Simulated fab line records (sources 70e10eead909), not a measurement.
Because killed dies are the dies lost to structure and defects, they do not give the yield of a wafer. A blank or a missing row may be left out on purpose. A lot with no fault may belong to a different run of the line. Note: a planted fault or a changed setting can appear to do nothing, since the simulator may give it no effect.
Matching of chambers | flow nand-harc | 3 sister chambers for NHARC_A_CONTACT_DEP_85 on pecvd-03
The step deposits SiON, target thk 50 nm. 3 wafers are shown with their chamber, then 12 later ones without.

== WAFERS, EACH WITH ITS CHAMBER ==
wafer  | chamber | showerhead-vpp-V (V)
L091.2 | 1       | 1164
L091.3 | 0       | 1109
L091.5 | 2       | 1134

== WAFERS WHOSE CHAMBER IS MISSING ==
wafer  | showerhead-vpp-V (V)
L094.1 | 1163
L094.4 | 1134
L094.5 | 1173
L092.1 | 1135
L092.3 | 1162
L092.6 | 1177
L096.2 | 1171
L096.3 | 1155
L096.4 | 1157
L097.1 | 1114
L097.2 | 1136
L097.4 | 1174

== CHAMBER TAKEN BY EACH ==
wafer  | from the rows above     | in truth
L094.1 | 1                       | 1
L094.4 | 2                       | 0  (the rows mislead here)
L094.5 | 1                       | 1
L092.1 | 2                       | 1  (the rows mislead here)
L092.3 | 1                       | 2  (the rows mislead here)
L092.6 | 1                       | 1
L096.2 | 1                       | 1
L096.3 | can't be placed: 1 or 2 | 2
L096.4 | 1                       | 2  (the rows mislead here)
L097.1 | 0                       | 0
L097.2 | 2                       | 2
L097.4 | 1                       | 1
Correctly placed: 7 of 12. From these rows, 1 cannot be placed; in 1 the true chamber is one of the candidates. 4 placed wrongly.
How it was worked out, from the rows above alone: a wafer's distance from a chamber is the root of the sum, over the readings, of the square of ((its reading less the chamber's mean) divided by the reading's scatter). If the next closest chamber is less than 2 further off than the closest, the wafer can't be placed; otherwise it belongs to the closest. The mean given for a chamber averages the wafers shown for that chamber. The scatter (one wafer shown for each chamber): square how far every hidden wafer sits from the nearest shown wafer, average those squares and take the square root.
